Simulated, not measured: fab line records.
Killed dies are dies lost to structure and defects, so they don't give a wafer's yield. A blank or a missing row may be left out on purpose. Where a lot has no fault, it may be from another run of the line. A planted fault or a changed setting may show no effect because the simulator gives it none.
Chamber matching :: flow nand harc :: NHARC_A_M1_DESCUM_14 on rie diel-02: 4 sister chambers
The step chemistry O2, time 3 s. 7 wafers are shown with their chamber, then 7 later ones without.

== EACH WAFER AND ITS CHAMBER ==
wafer: L660.1
chamber: 0
showerhead plenum p Torr (Torr): 2.06
oes product au (a.u.): 1.024

wafer: L660.3
chamber: 1
showerhead plenum p Torr (Torr): 1.81
oes product au (a.u.): 0.996

wafer: L669.3
chamber: 1
showerhead plenum p Torr (Torr): 1.80
oes product au (a.u.): 0.986

wafer: L675.5
chamber: 3
showerhead plenum p Torr (Torr): 1.91
oes product au (a.u.): 1.004

wafer: L675.6
chamber: 2
showerhead plenum p Torr (Torr): 1.86
oes product au (a.u.): 0.983

wafer: L677.2
chamber: 3
showerhead plenum p Torr (Torr): 1.91
oes product au (a.u.): 1.008

wafer: L677.3
chamber: 2
showerhead plenum p Torr (Torr): 1.86
oes product au (a.u.): 0.989

== WAFERS WHOSE CHAMBER IS MISSING ==
wafer: L677.6
showerhead plenum p Torr (Torr): 1.80
oes product au (a.u.): 0.991

wafer: L676.1
showerhead plenum p Torr (Torr): 2.05
oes product au (a.u.): 1.016

wafer: L676.3
showerhead plenum p Torr (Torr): 1.91
oes product au (a.u.): 1.007

wafer: L676.4
showerhead plenum p Torr (Torr): 1.80
oes product au (a.u.): 0.987

wafer: L678.3
showerhead plenum p Torr (Torr): 1.91
oes product au (a.u.): 1.013

wafer: L678.4
showerhead plenum p Torr (Torr): 2.05
oes product au (a.u.): 1.014

wafer: L678.6
showerhead plenum p Torr (Torr): 2.05
oes product au (a.u.): 1.017

== EACH ONE'S CHAMBER ==
wafer: L677.6
from the rows above: 1
in truth: 1

wafer: L676.1
from the rows above: 0
in truth: 0

wafer: L676.3
from the rows above: 3
in truth: 3

wafer: L676.4
from the rows above: 1
in truth: 1

wafer: L678.3
from the rows above: 3
in truth: 3

wafer: L678.4
from the rows above: 0
in truth: 0

wafer: L678.6
from the rows above: 0
in truth: 0
7 of 7 placed correctly. From these rows, 0 cannot be placed. Wrongly placed: 0.
How it was worked out, from the rows above alone: a wafer's distance from a chamber is the root of the sum, over the readings, of the square of ((its reading less the chamber's mean) divided by the reading's scatter). The wafer belongs to the nearest chamber; if the next one is less than 2 further off, it can't be placed. A chamber's mean is the mean of its shown wafers. The scatter is the square root of a quotient: the sum, over the shown wafers, of each reading's squared deviation from its chamber's mean, divided by wafers minus chambers.
